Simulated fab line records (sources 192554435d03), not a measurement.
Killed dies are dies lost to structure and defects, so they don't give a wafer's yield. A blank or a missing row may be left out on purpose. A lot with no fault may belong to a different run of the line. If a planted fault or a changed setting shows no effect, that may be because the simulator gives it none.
One fault seen from 3 desks + flow n5-finfet + numbers are kept per desk, each desk with only its own; the story behind them comes last

FOR THE TOOL OWNER'S DESK: litho-track-02
The tool's own readings at N5_BEOL_M1_COAT_76 (time 60 s, resist thk 5 nm): means of the sampled wafers that have a number, for each lot that ran on this tool. A lot is out of limits, marked OUT, if its mean lies more than 4 standard deviations from the usual mean; the brackets give that distance.
Columns: A = run-length-s at N5_BEOL_M1_COAT_76, usual 66.04 s
| lot  | first seen here | A               |
|------|-----------------|-----------------|
| L981 | day 6 00:14     | 65.97           |
| L983 | day 6 19:05     | 66.13           |
| L992 | day 8 23:29     | 77.50 (+72) OUT |
This desk's finding: out of limits on L992; first on L992, day 8 23:29 (run-length-s at N5_BEOL_M1_COAT_76). L981, L983 stayed within limits.

AT THE METROLOGY DESK
What the gauges read, lot by lot, whatever tool the lot ran on: means of the sampled wafers that have a number. A lot is out of limits, marked OUT, if its mean lies more than 4 standard deviations from the usual mean; the brackets give that distance. It has 10 readings; the 7 that lie furthest out on some lot are the ones shown.
Columns: A = DIBL_N at N5_BEOL_M4_RC_MEAS_101, usual 36.0 mV/V; B = DIBL_P at N5_BEOL_M4_RC_MEAS_101, usual 36.1 mV/V; C = IOFF_N at N5_BEOL_M4_RC_MEAS_101, usual 0.160 nA/um; D = IOFF_P at N5_BEOL_M4_RC_MEAS_101, usual 0.21 nA/um; E = ION_P at N5_BEOL_M4_RC_MEAS_101, usual 464 uA/um; F = SS_P at N5_BEOL_M4_RC_MEAS_101, usual 73.3 mV/dec; G = VT_P at N5_BEOL_M4_RC_MEAS_101, usual -249 mV
| lot  | first seen here | A    | B    | C     | D    | E   | F    | G    |
|------|-----------------|------|------|-------|------|-----|------|------|
| L981 | day 7 20:04     | 36.5 | 35.1 | 0.144 | 0.19 | 453 | 73.0 | -253 |
| L983 | day 8 07:10     | 34.9 | 35.2 | 0.140 | 0.18 | 460 | 72.7 | -252 |
| L985 | day 8 23:21     | 33.9 | 35.5 | 0.146 | 0.20 | 464 | 73.2 | -250 |
| L987 | day 9 12:30     | 35.8 | 37.1 | 0.166 | 0.21 | 454 | 73.9 | -252 |
| L992 | day 10 20:14    | 38.1 | 39.7 | 0.204 | 0.30 | 481 | 74.3 | -244 |
| L102 | day 13 06:37    | 33.4 | 35.1 | 0.136 | 0.21 | 467 | 73.1 | -248 |
| L100 | day 13 09:56    | 35.9 | 35.1 | 0.158 | 0.19 | 467 | 73.0 | -251 |
| L101 | day 13 13:07    | 36.9 | 36.9 | 0.172 | 0.23 | 474 | 73.1 | -249 |
| L104 | day 13 14:01    | 37.7 | 39.4 | 0.202 | 0.29 | 470 | 74.2 | -243 |
| L103 | day 13 15:26    | 35.6 | 35.5 | 0.149 | 0.22 | 462 | 73.0 | -248 |
Finding of this desk: none of the 10 lots has anything out of limits.

THE DEFECT DESK
For each lot, the counts of the inspections along the route, averaged over the sampled wafers that have a number. A lot is out of limits, marked OUT, if its mean lies more than 4 standard deviations from the usual mean; the brackets give that distance.
Columns: A = raw-defect-count at N5_BEOL_M1_INSPECT_13, usual 386; B = raw-defect-count at N5_BEOL_M1_INSPECT_30, usual 392
| lot  | first seen here | A   | B   |
|------|-----------------|-----|-----|
| L981 | day 5 23:38     | 399 | 439 |
| L983 | day 6 18:23     | 330 | 349 |
| L985 | day 7 04:26     | 368 | 357 |
| L987 | day 7 19:26     | 372 | 385 |
| L992 | day 8 22:57     | 352 | 380 |
| L100 | day 11 11:41    | 470 | 449 |
| L101 | day 11 12:09    | 471 | 436 |
| L102 | day 11 12:19    | 518 | 526 |
| L103 | day 11 18:40    | 454 | 440 |
| L104 | day 12 00:22    | 427 | 431 |
Finding of this desk: none of the 10 lots has anything out of limits.

PUT TOGETHER
The tool owner's desk could have raised an alarm at day 8 23:29, on L992.
From the metrology desk's view, nothing was out of limits.
The defect desk saw nothing out of limits.
The metrology desk has L992 on record, within its limits.
The defect desk has L992 on record, within its limits.
The lots listed all ran N5_BEOL_M1_COAT_76 on litho-track-02.

WHAT WAS PUT IN BY THE SIMULATOR
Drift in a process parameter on litho-track-02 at N5_BEOL_M1_COAT_76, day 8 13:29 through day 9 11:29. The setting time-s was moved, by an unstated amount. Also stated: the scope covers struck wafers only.
Shown lots that were struck: L992.
Each desk's first reading out of limits, in hours after the fault started: the tool owner's desk, 10.
